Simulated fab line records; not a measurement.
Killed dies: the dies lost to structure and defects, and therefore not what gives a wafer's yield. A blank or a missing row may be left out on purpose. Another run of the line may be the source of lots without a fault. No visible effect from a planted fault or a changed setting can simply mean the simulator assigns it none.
A lot that was struck, set against a sound lot	flow n5_finfet	38 out of 1938 route steps
Sound: these wafers, L641.1, L641.4, L641.5. Struck: wafer L634.5. (L634.3, L634.4 of the same lot were not struck and are left out.) The cause comes at the end.
At each step with rows: each side's tool, then ch and its chambers, then its first start. Under that, the readings that differ: sound wafers	struck wafers	difference of the means	sigmas: that difference in standard deviations of wafers without a fault.
alike: readings whose means differ by less than 2 such deviations, and words and numbers that are the same on both sides. not compared: withheld readings, readings that some wafer has no value for, bounds like >300 that may hide the same value, and numbers for which the record gives no deviation and whose values overlap.
The two part at a step that has a row with sigmas, a row that says differs or no value, or rows on one side only. Non-overlapping numbers with no deviation appear without sigmas and do not part them. A reading missing from all wafers of one side parts the sides only when that side holds two or more wafers.

first, 9 steps without rows for these wafers: N5_BEOL_M12_SOFTBAKE_23 (time 60 s); N5_BEOL_M12_EXPOSE_25 (exposes mask M12); N5_BEOL_M12_PEB_26 (peb time 90 s); N5_BEOL_M12_DEVELOP_27 (develop time 45 s); N5_BEOL_M12_HARDBAKE_32 (time 120 s); N5_BEOL_M12_DESCUM_33 (chemistry O2, time 7.9 s); N5_BEOL_M12_ETCH_67 (etches SiARC in CF4, target depth 143 nm, time 238.3 s); N5_BEOL_M12_ETCH_68 (etches SOC in N2/H2, time 285 s); N5_BEOL_M12_STRIP_69 (strips in N2/H2).
N5_BEOL_M12_TRENCH_ETCH_34: etches SiOC in C4F8/O2/Ar, target depth 318.95 nm, time 125.5 s.
  sound on rie_diel-01 ch 0,1,2, day 17 10:54; struck on rie_diel-03 ch 2, day 15 17:34
reading	sound	struck	difference	sigmas
rf_vpp_V (V)	662 662 664	670	+7	+2
showerhead_plenum_p_Torr (Torr)	3.31 3.32 3.37	3.64	+0.31	+3
model.etch.depth_nm (nm)	323.5 315.5 317.2	259.1	-59.6	
  alike: bias_w, drypump_motor_current_A, he_outer_torr, oes_product_au, throttle_valve_pct
  not compared: rf_hours_counter_h
then, 1 step without rows for these wafers: N5_BEOL_M12_STRIP_70 (strips in C4F8/O2/Ar).
N5_BEOL_M12_OCD_MEAS_35:
  sound: ocd-01 at day 17 11:03; struck: ocd-01 at day 15 17:43
reading	sound	struck	difference	sigmas
trench_depth_nm (nm)	324 316 317	259	-60	-19
then, 11 steps without rows for these wafers: N5_BEOL_M12_STRIP_37 (strips in N2/H2); N5_BEOL_M12_ETCH_38 (etches SiCN in CF4/N2, target depth 68.7 nm, time 73.4 s); N5_BEOL_M12_PRECLEAN_39 (cleans in residue remover, time 60 s); N5_BEOL_M12_SRD_40 (time 30 s, dry time 30 s); N5_BEOL_M12_DEGAS_41 (time 60 s); N5_BEOL_M12_PRE_CLEAN_42 (time 30 s); N5_BEOL_M12_SPUTTER_43 (material TaN, target thk 15 nm, time 24.19 s); N5_BEOL_M12_SPUTTER_44 (material Ta, target thk 10 nm, time 16.13 s); N5_BEOL_M12_SPUTTER_45 (material Cu, target thk 80 nm, time 13.33 s); N5_BEOL_M12_ECD_47 (material Cu, target thk 720 nm); N5_BEOL_M12_ANNEAL_48 (time 90 s).
N5_BEOL_M12_CMP_49: polishes, stops on SiOC, t overpolish 20.6 s, target thk 320 nm.
  sound on cmp-01 ch 2,3, day 17 17:19; struck on cmp-01 ch 0, day 15 21:01
reading	sound	struck	difference	sigmas
model.Cu_of_BEOL_M12_ECD_47.thk_nm (nm)	325.4 316.8 319.6	259.4	-61.2	
  alike: barrier_field_endpoint_s, clearing_platen_down_force_psi, edge_zone_pressure_frac, motor_current_A, overpolish_run_s
N5_BEOL_M12_THK_MEAS_50: measures by xrf.
  sound: film_metro-01 at day 17 17:34; struck: film_metro-02 at day 15 21:19
reading	sound	struck	difference	sigmas
M12_THK (nm)	325 314 318	259	-60	-15
then, 2 steps without rows for these wafers: N5_BEOL_M12_PRE_CLEAN_52 (time 15 s); N5_BEOL_M12_DEP_53 (deposits SiCN from 3MS/NH3, target thk 30 nm, time 10.5 s).
N5_BEOL_M12_RS_MEAS_54: uses a four-point probe to measure.
  sound: film_metro-01 at day 17 17:43; struck: film_metro-02 at day 15 21:26
reading	sound	struck	difference	sigmas
M12_RS (ohm/sq)	0.0589 0.0606 0.0601	0.0747	+0.0148	+21
then, 9 steps without rows for these wafers: N5_BEOL_M13_ILD_DEP_00 (deposits SiOC from DEMS/O2, target thk 837.92 nm, time 166.4 s); N5_BEOL_M13_COAT_58 (time 60 s, resist thk 89 nm); N5_BEOL_M13_COAT_04 (resist thk 400 nm); N5_BEOL_M13_EBR_06; N5_BEOL_M13_SOFTBAKE_05 (time 60 s); N5_BEOL_M13_EXPOSE_07 (exposes mask V12); N5_BEOL_M13_PEB_08 (peb time 90 s); N5_BEOL_M13_DEVELOP_09 (develop time 45 s); N5_BEOL_M13_HARDBAKE_14 (time 120 s).
N5_BEOL_M15_RC_MEAS_101:
  sound on prober-02 ch 0, day 18 13:53; struck on prober-02 ch 0, day 16 21:27
reading	sound	struck	difference	sigmas
SERP_M12 (ohm/um)	0.619 0.635 0.653	0.825	+0.189	+13
SERP_M12_max_site (ohm/um)	0.637 0.650 0.665	0.833	+0.182	+12
SERP_M13 (ohm/um)	0.308 0.303 0.303	0.319	+0.014	+2
  alike: etest_temp_c, COMB_M10, COMB_M10_max_site, COMB_M11, COMB_M13, COMB_M14, COMB_M15, COMB_M15_max_site, COMB_M5, COMB_M6, COMB_M7, COMB_M8, COMB_M9, SERP_M10, SERP_M11, SERP_M14, SERP_M5, SERP_M5_max_site, SERP_M6, SERP_M7, SERP_M7_max_site, SERP_M8, SERP_M8_max_site, SERP_M9

== WHERE THEY PART ==
Last at N5_BEOL_M15_RC_MEAS_101 as far as this record goes, first at N5_BEOL_M12_TRENCH_ETCH_34.

WHY: what the simulator had put in
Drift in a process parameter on rie_diel-03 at N5_BEOL_M12_TRENCH_ETCH_34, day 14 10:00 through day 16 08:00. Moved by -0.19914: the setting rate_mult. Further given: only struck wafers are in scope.
